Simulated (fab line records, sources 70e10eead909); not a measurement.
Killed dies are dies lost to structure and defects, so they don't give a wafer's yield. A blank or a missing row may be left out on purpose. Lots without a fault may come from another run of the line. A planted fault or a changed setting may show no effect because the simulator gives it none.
fab line records | flow nand_harc
record lots=7 wafers=21 last_day=24
route steps=1159 shown P_M1@313 P_M2@318
lots that met no fault: from a run of the same line without faults
start_h: hours from the record's first day to the start of the lot's first wafer shown | wait_h: hours since the lot's step before | " the same as in the row above | L1.1+2: a row that stands for several wafers | - no value, or no start given | * or withheld: withheld | < > ~ a bound
route shown NAME@n: a module of which the file shows steps, and the number in the route of the first | usual: mean/standard deviation of fault-free wafers | same: alike in all rows | chamber/n: place in a boat | sites: the reading at each site | _std_site: their standard deviation | _edge_site: outer sites' mean less inner sites' | radius_mm: how far each site lies from the wafer's centre | mask NAME#n: copy n | behind: the tool/chamber that last shaped the wafer | hold: why the lot was held/for how many hours/how that ended | device: the transistor (n, p or np) that didn't switch | end of line: the same wafers' tests at the end of the route | a step without rows: its recipe alone | killed: dies lost to structure and defects at the first sort, not the wafer's yield | map: a wafer's dies, x killed, . not, _ none there
set.NAME: the setting as run; set.NAME@STEP: as run at that earlier step | model.NAME: the simulator's own value behind a step, which no gauge read
lots at some steps of the route; a table a step, a row a wafer
services: from which hour (start_h, from the record's first day; less than 0 if before it) a tool's chamber was out of use, for how many hours, and why
## steps
# step NHARC_P_M1_SRD_25
# step NHARC_P_M1_INSPECT_27
# usual raw_defect_count=290/94
# columns lot.wafer tool chamber start_h wait_h raw_defect_count
L650.1 defect_inspect-02 - 138.77 0.0 389
L650.3 " - " " 330
L650.6 " - " " 419
L658.2 defect_inspect-02 - 191.68 0.0 416
L658.4 " - " " 396
L658.5 " - " " 303
L659.1 defect_inspect-01 - 198.35 0.0 325
L659.2 " - " " 410
L659.6 " - " " 255
L660.1 defect_inspect-02 - 199.53 0.0 262
L660.3 " - " " 282
L660.5 " - " " 310
L667.3 defect_inspect-02 - 236.78 0.0 353
L667.4 " - " " 308
L667.5 " - " " 331
L669.2 defect_inspect-02 - 248.02 0.0 351
L669.3 " - " " 191
L669.6 " - " " 149
L670.1 defect_inspect-01 - 251.84 0.0 280
L670.3 " - " " 372
L670.5 " - " " 235
# step NHARC_P_M1_PRE_CLEAN_32
# recipe time_s=12 temp_c=370 rf_power_w=300 gas=NH3
# usual heater_power_w=632/66
# columns lot.wafer tool chamber start_h wait_h heater_power_w
L650.1 pecvd-03 0 138.84 0.1 668
L650.3 " 2 " " 650
L650.6 " 1 " " 690
L658.2 pecvd-04 2 191.74 0.1 600
L658.5 " 0 " " 462
L658.4 " 1 " " 566
L659.2 pecvd-03 1 198.42 0.1 686
L659.1 " 2 " " 605
L659.6 " 0 " " 684
L660.1 pecvd-02 0 199.63 0.1 576
L660.3 " 1 " " 609
L660.5 " 2 " " 699
L667.3 pecvd-03 1 236.84 0.1 707
L667.5 " 2 " " 603
L667.4 " 0 " " 629
L669.3 pecvd-03 0 248.08 0.1 604
L669.2 " 1 " " 691
L669.6 " 0 " " 604
L670.1 pecvd-02 0 251.91 0.1 571
L670.3 " 1 " " 648
L670.5 " 0 " " 557
# step NHARC_P_M1_DEP_33
# recipe target_thk_a=300 temp_c=370 target_thk_nm=30 pressure_torr=3 flow_sccm=200 rf_w=450 material=SiCN
# usual heater_power_w=577/68
# columns lot.wafer tool chamber start_h wait_h heater_power_w
L650.1 pecvd-03 0 138.92 0.1 566
L650.3 " 2 " " 603
L650.6 " 1 " " 636
L658.2 pecvd-04 2 191.82 0.1 576
L658.5 " 0 " " 386
L658.4 " 1 " " 500
L659.2 pecvd-03 1 198.50 0.1 575
L659.1 " 2 " " 599
L659.6 " 0 " " 631
L660.1 pecvd-02 0 199.74 0.1 530
L660.3 " 1 " " 563
L660.5 " 2 " " 718
L667.3 pecvd-03 1 236.92 0.1 656
L667.5 " 2 " " 589
L667.4 " 0 " " 552
L669.3 pecvd-03 0 248.16 0.1 658
L669.2 " 1 " " 673
L669.6 " 0 " " 662
L670.1 pecvd-02 0 252.03 0.1 587
L670.3 " 1 " " 568
L670.5 " 0 " " 590
# step NHARC_P_M2_DEP_00
# recipe target_thk_a=1825 target_thk_nm=182.5 temp_c=withheld pressure_torr=5 flow_sccm=200 rf_w=600 material=SiOC
# step NHARC_P_M2_DEHYDRATE_01
# recipe temp_c=150 time_s=120
# step NHARC_P_M2_HMDS_02
# recipe time_s=30
# step NHARC_P_M2_COAT_34
# recipe temp_c=200 time_s=65
# step NHARC_P_M2_COAT_03
# recipe spin_rpm=1500 resist_thk_nm=90
# step NHARC_P_M2_SOFTBAKE_04
# recipe temp_c=105 time_s=55
# step NHARC_P_M2_EBR_05
# step NHARC_P_M2_EXPOSE_06
# recipe na=1.35 target_cd_nm=170 dose_mj=80.78 mask_id=P_M2
# usual exposure_dose_mJ_cm2=80.71/0.073 focus_offset_nm=0.0/0.51
# columns lot.wafer tool chamber start_h wait_h mask exposure_dose_mJ_cm2 focus_offset_nm
L650.1 arfi_scanner-02 0 139.91 - P_M2#0 80.80 0.3
L650.3 " 0 " " P_M2#0 80.71 0.5
L650.6 " 0 " " P_M2#0 80.92 0.0
L658.2 arfi_scanner-03 - 192.95 - P_M2#0 - -
L658.4 " - " " P_M2#0 - -
L658.5 " - " " P_M2#0 - -
L659.1 arfi_scanner-03 - 199.48 - P_M2#0 - -
L659.2 " - " " P_M2#0 - -
L659.6 " - " " P_M2#0 - -
L660.1 arfi_scanner-03 - 200.88 - P_M2#0 - -
L660.3 " - " " P_M2#0 - -
L660.5 " - " " P_M2#0 - -
L667.3 arfi_scanner-01 0 238.03 - P_M2#0 80.74 0.9
L667.4 " 0 " " P_M2#0 80.72 0.4
L667.5 " 0 " " P_M2#0 80.77 0.0
L669.2 arfi_scanner-03 0 249.27 - P_M2#0 80.74 0.1
L669.3 " 0 " " P_M2#0 80.64 0.2
L669.6 " 0 " " P_M2#0 80.74 0.0
L670.1 arfi_scanner-03 0 253.25 - P_M2#0 80.66 1.2
L670.3 " 0 " " P_M2#0 80.68 0.7
L670.5 " 0 " " P_M2#0 80.65 0.3
# step NHARC_P_M2_PEB_07
# recipe peb_temp_c=100 peb_time_s=65
## services
# columns tool chamber start_h hours kind
pecvd-02 1 114.90 4.8 repair
arfi_scanner-01 - 115.01 2.3 repair
pecvd-03 0 124.00 - clean
pecvd-03 1 124.00 - clean
pecvd-03 2 124.00 - clean
arfi_scanner-03 - 140.00 4.0 pm
pecvd-02 - 153.00 13.0 pm
pecvd-02 0 153.00 13.0 vent_cycle
pecvd-02 1 153.00 13.0 vent_cycle
pecvd-02 2 153.00 13.0 vent_cycle
arfi_scanner-03 - 159.18 0.6 repair
pecvd-02 0 166.00 - clean
pecvd-02 1 166.00 - clean
pecvd-02 2 166.00 - clean
pecvd-03 0 183.31 11.8 repair
pecvd-04 - 195.13 13.0 pm
pecvd-04 0 195.13 13.0 vent_cycle
pecvd-04 1 195.13 13.0 vent_cycle
pecvd-04 - 218.13 2.0 repair
pecvd-03 2 223.25 12.0 repair
arfi_scanner-01 - 233.12 4.0 pm
arfi_scanner-03 0 237.67 - calibration
pecvd-02 2 250.50 6.7 repair
arfi_scanner-01 - 252.13 0.8 repair
## key
first_sign step=NHARC_P_M2_EXPOSE_06 reading=tool_record direction=missing
effect none on later readings
met_at NHARC_P_M2_EXPOSE_06
struck_wafers L658.2,L658.4,L658.5,L659.1,L659.2,L659.6,L660.1,L660.3,L660.5
later_rows_left_out L658.2,L658.4,L658.5,L659.1,L659.2,L659.6,L660.1,L660.3,L660.5
sort_left_out L658.2,L658.4,L658.5,L659.1,L659.2,L659.6,L660.1,L660.3,L660.5
fault kind=skipped_step_whole tool=arfi_scanner-03 chamber=- onset_h=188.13 steps=NHARC_P_M2_EXPOSE_06 scope=struck_lots_only
# sort_left_out: the simulated sort isn't trusted on such a fault, so these wafers' sort isn't shown, and their yield isn't known
# later_rows_left_out: the simulator's readings of these wafers behind a module that went badly wrong aren't trusted and aren't shown, but for the sort
